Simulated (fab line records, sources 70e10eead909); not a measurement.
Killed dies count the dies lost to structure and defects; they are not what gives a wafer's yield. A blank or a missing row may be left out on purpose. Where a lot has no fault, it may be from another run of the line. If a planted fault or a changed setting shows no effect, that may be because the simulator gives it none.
fab line records | flow nand-harc
[record] lots = 5 wafers = 15 last-day = 29
route steps=1302 shown A_BONDPAD@1232 HYBRID_BOND@1237 THIN_TSV@1244 END@1302
lots untouched by any fault: they come from a run of this same line in which no faults occurred
start-h: start of the lot's first displayed wafer, in hours after the record's first day | wait-h: how many hours have passed since the lot's step before this one | " unchanged from the row above | L1.1+2: a row that stands for several wafers | - no value present, or no start provided | * or withheld: withheld | < > ~ a bound
route shown NAME@n: NAME is a module with steps in the file, n the number in the route of the first one | usual: mean and standard deviation over wafers with no fault | same: alike in all rows | chamber/n: place in a boat | sites: the reading at each site | _std_site: the standard deviation of these | _edge_site: outer sites' mean less inner sites' | radius-mm: for every site, how far away it sits from the centre of the wafer | mask NAME#n: copy n | behind: tool/chamber where the wafer was last shaped | hold: why the lot went on hold/how many hours it stayed there/how the hold came to an end | device: which transistor (n, p or np) failed to switch | end of line: tests of these same wafers at the route's end | a step given without rows: its recipe and nothing more | killed: the dies lost at the first sort to structure and to defects; this is not the yield of the wafer | map: a wafer's dies, x killed, . not, _ none there
set.NAME: the setting that was run; set.NAME@STEP: the one run at that earlier step | model.NAME: the simulator's own value behind a step, which no gauge read
lots at some steps of the route; a table a step, a row a wafer
services: when a tool's chamber went out of use (start-h, in hours from the record's first day, below 0 if earlier), for how many hours, and the reason
[[steps]]
[step NHARC_A_BONDPAD_THK_MEAS_20]
[recipe] thk-meas-gauge = xrf
[usual] thk-nm = 170.0/1.7
// columns lot.wafer tool chamber start-h wait-h thk-nm
L606.1 film-metro-01 - 597.19 - 170.5
L606.4 " - " " 168.7
L606.5 " - " " 169.7
L607.3 film-metro-02 - 610.25 - 170.8
L607.4 " - " " 166.8
L607.6 " - " " 170.6
L609.1 film-metro-02 - 634.34 - 168.8
L609.2 " - " " 172.5
L609.6 " - " " 170.4
L610.2 film-metro-01 - 640.66 - 169.6
L610.3 " - " " 168.0
L610.5 " - " " 166.9
L612.1 film-metro-02 - 672.10 - 169.0
L612.2 " - " " 165.8
L612.6 " - " " 170.6
[step NHARC_A_BONDPAD_SRD_21]
[recipe] time-s = 30 temp-c = 23 dry-time-s = 20 spin-rpm = 1500
[step NHARC_A_BONDPAD_INSPECT_23]
[usual] raw-defect-count = 555/130
// columns lot.wafer tool chamber start-h wait-h raw-defect-count
L606.1 defect-inspect-02 - 597.39 0.0 757
L606.4 " - " " 685
L606.5 " - " " 678
L607.3 defect-inspect-01 - 610.46 0.0 438
L607.4 " - " " 423
L607.6 " - " " 391
L609.1 defect-inspect-02 - 634.56 0.0 472
L609.2 " - " " 477
L609.6 " - " " 424
L610.2 defect-inspect-01 - 640.87 0.0 437
L610.3 " - " " 436
L610.5 " - " " 388
L612.1 defect-inspect-01 - 672.31 0.0 683
L612.2 " - " " 514
L612.6 " - " " 611
[step NHARC_HYBRID_BOND_ACTIVATE_00]
[recipe] time-s = 60 n2-flow-sccm = 200 ar-flow-sccm = 0 bias-power-w = 0 chemistry = N2
[step NHARC_HYBRID_BOND_PRECLEAN_01]
[recipe] time-s = 300 temp-c = 23 chemistry = DIW
[step NHARC_HYBRID_BOND_SRD_02]
[recipe] time-s = 30 temp-c = 23 dry-time-s = 20 spin-rpm = 1500
[step NHARC_HYBRID_BOND_BOND_03]
[recipe] temp-c = 25
[step NHARC_HYBRID_BOND_ANNEAL_04]
[recipe] temp-c = 300 time-s = 7200 ramp-up-c-per-min = 5 ramp-down-c-per-min = 3 idle-temp-c = 100 pressure-atm = 1
[step NHARC_HYBRID_BOND_OVL_MEAS_05]
[usual] overlay-x-nm = 3/31 overlay-y-nm = 6/31
// columns lot.wafer tool chamber start-h wait-h overlay-x-nm overlay-y-nm
L606.1 overlay-02 - 607.10 0.4 -3 -46
L606.4 " - " " -35 -7
L606.5 " - " " -16 23
L607.3 overlay-01 - 619.94 0.4 26 44
L607.4 " - " " 10 -13
L607.6 " - " " -3 -8
L609.1 overlay-01 - 645.64 0.4 6 -8
L609.2 " - " " 13 57
L609.6 " - " " 14 -50
L610.2 overlay-02 - 650.19 0.4 96 17
L610.3 " - " " 3 62
L610.5 " - " " 10 -19
L612.1 overlay-02 - 683.57 0.4 -5 -31
L612.2 " - " " -16 -26
L612.6 " - " " 22 16
[step NHARC_HYBRID_BOND_INSPECT_06]
[recipe] inspect-instrument = ir-void
[usual] raw-defect-count = 91/30
// columns lot.wafer tool chamber start-h wait-h raw-defect-count
L606.1 defect-inspect-02 - 607.15 0.0 144
L606.4 " - " " 137
L606.5 " - " " 131
L607.3 defect-inspect-01 - 620.00 0.1 84
L607.4 " - " " 87
L607.6 " - " " 77
L609.1 defect-inspect-01 - 645.69 0.0 110
L609.2 " - " " 105
L609.6 " - " " 77
L610.2 defect-inspect-01 - 650.24 0.1 82
L610.3 " - " " 101
L610.5 " - " " 94
L612.1 defect-inspect-01 - 683.62 0.0 107
L612.2 " - " " 88
L612.6 " - " " 99
[step NHARC_THIN_TSV_GRIND_00]
[recipe] target-thk-um = 6
[usual] motor-current-A = 11.996/0.023
// columns lot.wafer tool chamber start-h wait-h motor-current-A
L606.1 grinder-01 0 607.30 0.1 12.004
L606.4 " 0 " " 12.020
L606.5 " 0 " " 11.991
L607.3 grinder-01 0 621.74 1.7 12.013
L607.4 " 0 " " 11.993
L607.6 " 0 " " 11.999
L609.1 grinder-01 0 645.84 0.1 11.979
L609.2 " 0 " " 12.006
L609.6 " 0 " " 12.016
L610.2 grinder-01 0 651.81 1.6 11.964
L610.3 " 0 " " 11.975
L610.5 " 0 " " 11.973
L612.1 grinder-01 0 683.77 0.1 11.983
L612.2 " 0 " " 11.956
L612.6 " 0 " " 12.024
[step NHARC_THIN_TSV_CMP_01]
[recipe] target-thk-um = 3
[step NHARC_THIN_TSV_SRD_03]
[step NHARC_THIN_TSV_PRECLEAN_41]
[recipe] time-s = * temp-c = 50 bath-age-min = 0 chemistry = SC1
[step NHARC_THIN_TSV_SRD_42]
[step NHARC_THIN_TSV_DEP_43]
[recipe] target-thk-a = 13285 temp-c = withheld pressure-torr = 6.5 rf-w = 900 teos-flow-sccm = 161.4 flow-sccm = 2650 target-thk-nm = 1328.5 gas = O2 material = SiO2
[step NHARC_THIN_TSV_DEHYDRATE_04]
[recipe] temp-c = 150 time-s = 120
[step NHARC_THIN_TSV_HMDS_05]
[recipe] time-s = 30
[step NHARC_THIN_TSV_COAT_06]
[recipe] spin-rpm = *
[step NHARC_THIN_TSV_SOFTBAKE_07]
[recipe] temp-c = 122 time-s = 95
[step NHARC_THIN_TSV_EBR_08]
[step NHARC_THIN_TSV_EXPOSE_09]
[recipe] na = 0.55 dose-mj = 30.7 mask-id = TSV
[step NHARC_THIN_TSV_PEB_10]
[recipe] peb-temp-c = 118 peb-time-s = 85
[step NHARC_THIN_TSV_DEVELOP_11]
[recipe] time-s = 70
[step NHARC_THIN_TSV_CD_MEAS_12]
[recipe] target-cd-nm = 1000 landing-energy-ev = 500
[usual] cd-nm = 999.7/2.4
// columns lot.wafer tool chamber start-h wait-h cd-nm
L606.1 cd-sem-03 0 609.83 - 995.7
L606.4 " 0 " " 995.0
L606.5 " 0 " " 997.6
L607.3 cd-sem-02 0 623.77 - 1000.6
L607.4 " 0 " " 1004.4
L607.6 " 0 " " 1000.7
L609.1 cd-sem-03 0 648.38 - 999.8
L609.2 " 0 " " 1003.3
L609.6 " 0 " " 1001.2
L610.2 cd-sem-03 0 654.17 - 1002.5
L610.3 " 0 " " 1000.3
L610.5 " 0 " " 1002.0
L612.1 cd-sem-02 0 686.33 - 998.0
L612.2 " 0 " " 1000.2
L612.6 " 0 " " 995.1
[step NHARC_THIN_TSV_HARDBAKE_13]
[recipe] temp-c = 125 time-s = 80
[step NHARC_THIN_TSV_DESCUM_14]
[recipe] time-s = 3 o2-flow-sccm = 200 ar-flow-sccm = 0 bias-power-w = 0 chemistry = O2
[step NHARC_THIN_TSV_ETCH_44]
[recipe] target-depth-a = 15942 time-s = 797.1 cf4-flow-sccm = 150 o2-flow-sccm = 10 ar-flow-sccm = 0 rf-w = 300 bias-w = 800 chemistry = CF4/O2
[step NHARC_THIN_TSV_ETCH_15]
[recipe] target-depth-a = 30000 bosch-target-overetch-cycles = 2 bosch-etch-step-s = 2.8 bosch-dep-step-s = 1.2 bosch-cycles = 14
[step NHARC_THIN_TSV_CD_MEAS_16]
[usual] cd-nm = 999.7/2.3
// columns lot.wafer tool chamber start-h wait-h cd-nm
L606.1 cd-sem-01 - 610.92 0.1 996.4
L606.4 " - " " 997.3
L606.5 " - " " 997.2
L607.3 cd-sem-02 - 624.73 0.1 1000.6
L607.4 " - " " 1005.1
L607.6 " - " " 1000.8
L609.1 cd-sem-01 - 649.34 0.1 998.7
L609.2 " - " " 1003.1
L609.6 " - " " 1000.1
L610.2 cd-sem-02 - 655.13 0.1 1002.7
L610.3 " - " " 999.8
L610.5 " - " " 1002.5
L612.1 cd-sem-01 - 687.29 0.1 997.3
L612.2 " - " " 1000.7
L612.6 " - " " 993.8
[step NHARC_THIN_TSV_STRIP_45]
[recipe] power-w = 1500 temp-c = 250 chemistry = O2
[step NHARC_THIN_TSV_STRIP_46]
[recipe] time-s = 1200 temp-c = 72.5 chemistry = post-etch-residue-remover
[step NHARC_THIN_TSV_DEP_47]
[recipe] target-thk-a = 2000 temp-c = withheld pressure-torr = 6.5 rf-w = 900 teos-flow-sccm = 161.4 flow-sccm = 2650 target-thk-nm = 200 gas = O2 material = SiO2
[usual] mfc-precursor-sccm = 161.4/0.45 throttle-valve-pct = 15.7/0.59
// columns lot.wafer tool chamber start-h wait-h mfc-precursor-sccm throttle-valve-pct
L606.1 pecvd-04 1 611.88 - 160.8 15.7
L606.4 " 2 " " 161.8 16.0
L606.5 " 1 " " 161.4 15.5
L607.3 pecvd-03 0 625.65 - 161.1 16.4
L607.4 " 2 " " 161.2 16.3
L607.6 " 0 " " 161.1 16.0
L609.2 pecvd-04 0 650.26 - 161.6 15.4
L609.1 " 1 " " 162.0 14.7
L609.6 " 0 " " 161.0 15.3
L610.2 pecvd-03 1 656.06 - 160.9 14.6
L610.3 " 2 " " 161.4 16.4
L610.5 " 2 " " 161.7 16.4
L612.2 pecvd-03 1 688.31 - 161.6 14.5
L612.1 " 2 " " 161.5 16.4
L612.6 " 0 " " 161.4 16.1
[step NHARC_THIN_TSV_ETCHBACK_48]
[recipe] target-depth-a = 10285 over-etch-frac = 0.3 time-s = 405.17 ion-energy-ev = 250 c4f8-flow-sccm = withheld ar-flow-sccm = withheld rf-w = 600 bias-w = 300 chemistry = C4F8/Ar
[usual] oes-product-au = 0.96/0.034 rf-vpp-V = 546/3.2
// columns lot.wafer tool chamber start-h wait-h oes-product-au rf-hours-counter-h rf-vpp-V
L606.1 rie-diel-06 0 612.19 - 0.90 4.8 545
L606.4 " 3 " " 0.93 4.7 543
L606.5 " 0 " " 0.91 - 545
L607.3 rie-diel-06 0 626.04 - 0.92 5.8 545
L607.4 " 1 " " 0.95 7.0 550
L607.6 " 3 " " 0.93 - 541
L609.1 rie-diel-03 1 650.68 - 0.99 0.1 543
L609.2 " 2 " " 0.98 0.1 544
L609.6 " 3 " " 1.00 - 542
L610.2 rie-diel-06 1 656.49 - 1.01 8.1 549
L610.3 " 3 " " 1.01 6.7 544
L610.5 " 0 " " 0.99 - 542
L612.2 rie-diel-11 1 688.71 - 0.98 4.5 551
L612.1 " 2 " " 1.00 4.8 550
L612.6 " 1 " " 0.97 - 549
[step NHARC_THIN_TSV_STRIP_62]
[recipe] power-w = 1500 temp-c = 250 time-s = 20 chemistry = N2/H2
[usual] drypump-motor-current-A = 5.7/0.65 heater-power-w = 338/19
// columns lot.wafer tool chamber start-h wait-h drypump-motor-current-A heater-power-w rf-hours-counter-h
L606.1 plasma-asher-02 1 612.55 - 5.0 331 0
L606.4 " 0 " " 5.9 331 -
L606.5 " 0 " " 5.9 330 -
L607.3 plasma-asher-02 1 626.41 - 5.0 351 -
L607.4 " 0 " " 5.9 326 -
L607.6 " 0 " " 5.9 324 -
L609.2 plasma-asher-01 0 650.97 - 6.6 368 24
L609.1 " 1 " " 5.0 314 24
L609.6 " 1 " " 5.1 313 -
L610.2 plasma-asher-02 0 656.81 - 5.9 331 9
L610.3 " 1 " " 5.0 343 -
L610.5 " 1 " " 5.0 338 -
L612.2 plasma-asher-01 1 689.07 - 5.1 312 32
L612.1 " 0 " " 6.6 363 32
L612.6 " 0 " " 6.6 364 -
[step NHARC_THIN_TSV_DEGAS_49]
[recipe] temp-c = 300 time-s = 120
[step NHARC_THIN_TSV_PRE_CLEAN_50]
[recipe] time-s = 30 temp-c = 280 gas = H2/He
[usual] heater-power-w = 408/36 susceptor-temp-C = 279.99/0.18
// columns lot.wafer tool chamber start-h wait-h heater-power-w susceptor-temp-C
L606.4 pvd-sputter-02 - - - 393 279.61
L606.1 " - " " 379 280.13
L606.5 " - " " 396 279.68
L607.3 pvd-sputter-03 - - - 392 -
L607.4 " - " " 444 -
L607.6 " - " " 402 -
L609.2 pvd-sputter-01 - - - 399 279.71
L609.1 " - " " 437 279.66
L609.6 " - " " 397 280.11
L610.3 pvd-sputter-02 - 657.14 0.1 367 280.25
L610.2 " - " " 388 280.13
L610.5 " - " " 369 280.08
L612.2 pvd-sputter-03 - - - 434 279.81
L612.1 " - " " 355 280.04
L612.6 " - " " 427 280.04
[step NHARC_THIN_TSV_PVD_19]
[recipe] target-thk-a = 200 chamber-pressure-pa = 5 material = TaN
[usual] throttle-valve-pct = 29.9/1
// columns lot.wafer tool chamber start-h wait-h throttle-valve-pct
L606.1 pvd-sputter-02 - - - 29.4
L606.4 " - " " 29.5
L606.5 " - " " 29.3
L607.4 pvd-sputter-03 - - - 31.3
L607.3 " - " " 30.0
L607.6 " - " " 31.0
L609.2 pvd-sputter-01 - - - 28.3
L609.1 " - " " 31.4
L609.6 " - " " 29.2
L610.2 pvd-sputter-02 - 657.30 0.1 30.7
L610.3 " - " " 30.1
L610.5 " - " " 29.7
L612.2 pvd-sputter-03 - - - 31.3
L612.1 " - " " 29.6
L612.6 " - " " 31.2
[step NHARC_THIN_TSV_PVD_51]
[recipe] target-thk-a = 1000 chamber-pressure-pa = 5 material = Cu
[step NHARC_END_SORT_01]
[recipe] temp-c = 25
[usual] defect-limited-yield = 91.6/2.4 killed-at-array = 52/16 killed-at-other = 0.8/0.98 killed-at-periphery = 4.2/2.9 killed-dies = 57/16 killed-open = 3.3/1.9 killed-short = 2.5/1.5 sort_bin_2_pct = 3.0/1 sort_bin_3_pct = 0.6/0.31 sort_bin_4_pct = 4.8/1.5 sort-n-pass = 620/16 sort-rim-yield-pct = 90/4.1 sort-yield-pct = 91.6/2.4
[same] gross-dies = 677 sort_bin_5_pct[%] = 0 sort_bin_6_pct[%] = 0 sort_bin_7_pct[%] = 0 sort_bin_8_pct[%] = 0 sort-rim-n-gross = 106.00
// columns lot.wafer tool chamber start-h wait-h defect-limited-yield[%] killed-at-array killed-at-other killed-at-periphery killed-dies killed-open killed-short sort_bin_2_pct[%] sort_bin_3_pct[%] sort_bin_4_pct[%] sort-n-pass sort-rim-yield-pct[%] sort-yield-pct[%]
L607.3 prober-01 0 641.67 3.1 92.2 48 2 3 53 1 2 3.0 0.9 4.0 624 91 92.2
L607.4 prober-01 0 642.47 3.4 89.8 59 0 10 69 4 2 3.7 0.7 5.8 608 94 89.8
L607.6 prober-01 0 644.06 4.0 90.1 55 0 12 67 6 4 2.8 0.3 6.8 610 94 90.1
L612.1 prober-01 0 702.00 2.5 0 66 604 7 677 5 0 92.3 1.0 6.6 0 0 0
L612.2 prober-01 0 702.81 2.8 90.1 62 1 4 67 6 4 4.4 0.9 4.6 610 91 90.1
L612.6 prober-01 0 706.06 4.1 0 64 611 2 677 5 3 94.5 0.7 4.7 0 0 0
// killed by level:class
L607.3 A_SLIT:chamber-film-flake=24 A_CHANNEL_HOLE_D2:chamber-film-flake=13 A_CHANNEL_HOLE_D1:chamber-film-flake=4 P_CONTACT:chamber-film-flake=2 A_STAIRCASE:chamber-film-flake=2 A_WL_FILL:chamber-film-flake=2 P_M1:geometric-particle:open=1 A_CHANNEL_FILL_D2:geometric-particle:short=1
L607.4 A_SLIT:chamber-film-flake=30 A_CHANNEL_HOLE_D2:chamber-film-flake=14 P_CONTACT:chamber-film-flake=5 A_STAIRCASE:chamber-film-flake=4 A_WL_FILL:chamber-film-flake=4 A_CHANNEL_FILL_D1:chamber-film-flake=2 P_M0:geometric-particle:open=1 P_M1:geometric-particle:open=1
L607.6 A_SLIT:chamber-film-flake=28 A_CHANNEL_HOLE_D2:chamber-film-flake=9 P_CONTACT:chamber-film-flake=5 P_ZERO_WELL:chamber-film-flake=3 A_WL_FILL:chamber-film-flake=3 A_CONTACT:chamber-film-flake=3 A_CHANNEL_FILL_D2:geometric-particle:open=2 P_BONDPAD:chamber-film-flake=2
L612.1 THIN_TSV:area-cmp=604 A_SLIT:chamber-film-flake=28 A_CHANNEL_HOLE_D2:chamber-film-flake=26 A_STAIRCASE:chamber-film-flake=5 P_ZERO_WELL:chamber-film-flake=3 P_CONTACT:chamber-film-flake=3 A_CHANNEL_HOLE_D1:chamber-film-flake=2 A_M0:geometric-particle:open=2
L612.2 A_SLIT:chamber-film-flake=33 A_CHANNEL_HOLE_D2:chamber-film-flake=16 A_CHANNEL_HOLE_D1:chamber-film-flake=3 A_CHANNEL_FILL_D1:geometric-particle:open=2 A_STAIRCASE:chamber-film-flake=2 P_M1:geometric-particle:open=1 P_M2:geometric-particle:open=1 A_CHANNEL_FILL_D1:geometric-particle:short=1
L612.6 THIN_TSV:area-cmp=611 A_SLIT:chamber-film-flake=30 A_CHANNEL_HOLE_D2:chamber-film-flake=16 A_STAIRCASE:chamber-film-flake=7 A_CHANNEL_HOLE_D1:chamber-film-flake=4 P_M0:geometric-particle:open=1 A_CHANNEL_FILL_D2:geometric-particle:open=1 A_CHANNEL_FILL_D2:geometric-particle:short=1
// map L612.1 (x killed, . not)
____________x____________
_________xxxxxxx_________
_______xxxxxxxxxxx_______
______xxxxxxxxxxxxx______
_____xxxxxxxxxxxxxxx_____
____xxxxxxxxxxxxxxxxx____
____xxxxxxxxxxxxxxxxx____
___xxxxxxxxxxxxxxxxxxx___
___xxxxxxxxxxxxxxxxxxx___
__xxxxxxxxxxxxxxxxxxxxx__
__xxxxxxxxxxxxxxxxxxxxx__
_xxxxxxxxxxxxxxxxxxxxxxx_
_xxxxxxxxxxxxxxxxxxxxxxx_
_xxxxxxxxxxxxxxxxxxxxxxx_
_xxxxxxxxxxxxxxxxxxxxxxx_
_xxxxxxxxxxxxxxxxxxxxxxx_
xxxxxxxxxxxxxxxxxxxxxxxxx
xxxxxxxxxxxxxxxxxxxxxxxxx
xxxxxxxxxxxxxxxxxxxxxxxxx
xxxxxxxxxxxxxxxxxxxxxxxxx
xxxxxxxxxxxxxxxxxxxxxxxxx
_xxxxxxxxxxxxxxxxxxxxxxx_
_xxxxxxxxxxxxxxxxxxxxxxx_
_xxxxxxxxxxxxxxxxxxxxxxx_
_xxxxxxxxxxxxxxxxxxxxxxx_
_xxxxxxxxxxxxxxxxxxxxxxx_
__xxxxxxxxxxxxxxxxxxxxx__
__xxxxxxxxxxxxxxxxxxxxx__
___xxxxxxxxxxxxxxxxxxx___
___xxxxxxxxxxxxxxxxxxx___
____xxxxxxxxxxxxxxxxx____
____xxxxxxxxxxxxxxxxx____
_____xxxxxxxxxxxxxxx_____
______xxxxxxxxxxxxx______
_______xxxxxxxxxxx_______
_________xxxxxxx_________
____________x____________
// map L607.4 (x killed, . not)
____________.____________
_________......._________
_______..........._______
______.............______
_____..............._____
____.................____
____.................____
___................x..___
___........x.x....xx..___
__........x............__
__.....................__
_....x.................._
_..................x...._
_.......x..............._
_......................._
_.x....................._
.........................
...............x.........
..........x...xx.........
.........................
.....x.x.................
_x....x..x...........x.._
_......x................_
_...xxxxx..........x...._
_...xxxxx..............._
_.x.xxxxx.......xx......_
__..x.xx...x...........__
__x..xx.....x..........__
___x...xx..x....x.....___
___...........x.......___
____.x....x......xx..____
____..........xxxx...____
_____.........xxxx.._____
______..........xx.______
_______..........x_______
_________......._________
____________.____________
[[services]]
// columns tool chamber start-h hours kind
rie-diel-11 2 584.17 9.8 repair
pvd-sputter-01 - 585.85 1.1 repair
rie-diel-06 0 591.20 - clean
rie-diel-06 1 591.20 - clean
rie-diel-06 2 591.20 - clean
rie-diel-06 3 591.20 - clean
grinder-01 - 597.90 1.3 repair
rie-diel-03 0 602.78 9.4 repair
plasma-asher-02 - 603.36 9.0 pm
plasma-asher-02 0 603.36 9.0 vent-cycle
plasma-asher-02 1 603.36 9.0 vent-cycle
rie-diel-11 - 609.53 9.0 pm
plasma-asher-02 0 612.36 - clean
grinder-01 - 616.09 2.7 repair
grinder-01 - 628.29 0.3 repair
pecvd-04 - 631.04 13.0 pm
rie-diel-03 - 635.30 9.0 pm
grinder-01 - 637.02 1.0 repair
pvd-sputter-02 - 638.10 10.0 pm
pvd-sputter-02 - 648.14 2.0 repair
pvd-sputter-01 - 654.64 2.0 repair
pvd-sputter-01 - 659.33 2.8 repair
rie-diel-06 - 661.21 9.0 pm
grinder-01 - 667.58 1.2 repair
[[key]]
[first-sign] step = NHARC_END_SORT_01 reading = killed-at-other direction = up sigmas = 99+ usual = 0.8 struck = 607.5
[effect] step = NHARC_END_SORT_01 reading = sort_bin_2_pct direction = up sigmas = 90 usual = 3.0 struck = 93.4
[more-kills-born-at] NHARC_THIN_TSV_CMP_01@cmp-01 = 1215
met-at NHARC_THIN_TSV_GRIND_00
struck-wafers L612.1,L612.6
later-rows-left-out L612.1,L612.6
onset-between 651.81 683.77
[fault] kind = process-parameter-drift tool = grinder-01 chamber = - onset-h = 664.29 steps = NHARC_THIN_TSV_GRIND_00 channel = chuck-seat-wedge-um offset = 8 shape = step end-h = 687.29 scope = struck-wafers-only
// later-rows-left-out: the simulator's readings of these wafers behind a module that went badly wrong aren't trusted and aren't shown, but for the sort
